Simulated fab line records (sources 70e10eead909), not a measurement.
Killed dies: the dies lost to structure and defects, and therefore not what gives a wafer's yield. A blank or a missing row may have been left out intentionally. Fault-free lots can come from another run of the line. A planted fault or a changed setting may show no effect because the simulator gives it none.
One fault seen from 2 desks :: flow nandHarc :: numbers are kept per desk, each desk with only its own; the story behind them comes last

## FROM THE METROLOGY DESK
What the gauges read, lot by lot, whatever tool the lot ran on: means of the sampled wafers that have a number. A lot is out of limits, marked OUT, if its mean lies more than 4 standard deviations from the usual mean; the brackets give that distance.
Columns: A = overlayXNm at NHARC_A_M0_OVL_MEAS_10, usual 0.2 nm; B = overlayYNm at NHARC_A_M0_OVL_MEAS_10, usual 0.4 nm
lot: L262
first seen here: day 22 10:28
A: -0.1
B: 1.6

lot: L265
first seen here: day 23 08:02
A: -0.1
B: 0.8

lot: L264
first seen here: day 23 13:13
A: 0.2
B: -0.3

lot: L266
first seen here: day 24 01:18
A: 1.3
B: 0.2

lot: L272
first seen here: day 26 21:33
A: 0.4
B: -0.3

lot: L273
first seen here: day 27 00:16
A: -0.0
B: 0.4

lot: L271
first seen here: day 27 00:53
A: 0.8
B: -0.3

lot: L270
first seen here: day 27 05:23
A: -0.1
B: 1.4

lot: L278
first seen here: day 29 06:06
A: 7.9 (+9.6) OUT
B: 0.3

lot: L280
first seen here: day 30 00:55
A: 8.0 (+9.8) OUT
B: -0.7

lot: L284
first seen here: day 32 03:26
A: 1.2
B: 1.5
Finding of this desk: L278, L280 out of limits; the first was L278 at day 29 06:06, on overlayXNm at NHARC_A_M0_OVL_MEAS_10. L262, L265, L264, L266, L272, L273, L271, L270, L284 stayed within limits.

## THE DEFECT DESK
For each lot, the counts of the inspections along the route, averaged over the sampled wafers that have a number. A lot is out of limits, marked OUT, if its mean lies more than 4 standard deviations from the usual mean; the brackets give that distance.
Columns: A = rawDefectCount at NHARC_A_BLC_INSPECT_28, usual 519
lot: L262
first seen here: day 22 09:36
A: 488

lot: L265
first seen here: day 23 07:02
A: 424

lot: L264
first seen here: day 23 12:13
A: 399

lot: L266
first seen here: day 24 00:19
A: 422

lot: L272
first seen here: day 26 20:34
A: 679

lot: L273
first seen here: day 26 23:16
A: 606

lot: L271
first seen here: day 26 23:53
A: 555

lot: L270
first seen here: day 27 04:24
A: 567

lot: L278
first seen here: day 29 05:07
A: 701

lot: L280
first seen here: day 30 00:02
A: 442

lot: L284
first seen here: day 32 02:27
A: 418
This desk's verdict: no lot among the 11 shows anything out of limits.

## ALL TOGETHER
On L278, L280, the metrology desk was in a position to raise an alarm at day 29 06:06.
Nothing out of limits was seen by the defect desk.
The defect desk has L278, L280 on record, within its limits.
Every lot named ran NHARC_A_M0_EXPOSE_06 on arfiScanner-02.

## WHAT THE SIMULATOR HAD PUT IN
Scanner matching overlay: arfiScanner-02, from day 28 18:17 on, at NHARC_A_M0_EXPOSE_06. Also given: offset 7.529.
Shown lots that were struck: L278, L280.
Time in hours between the start of the fault and the first out-of-limits reading at each desk: metrology desk, 12.
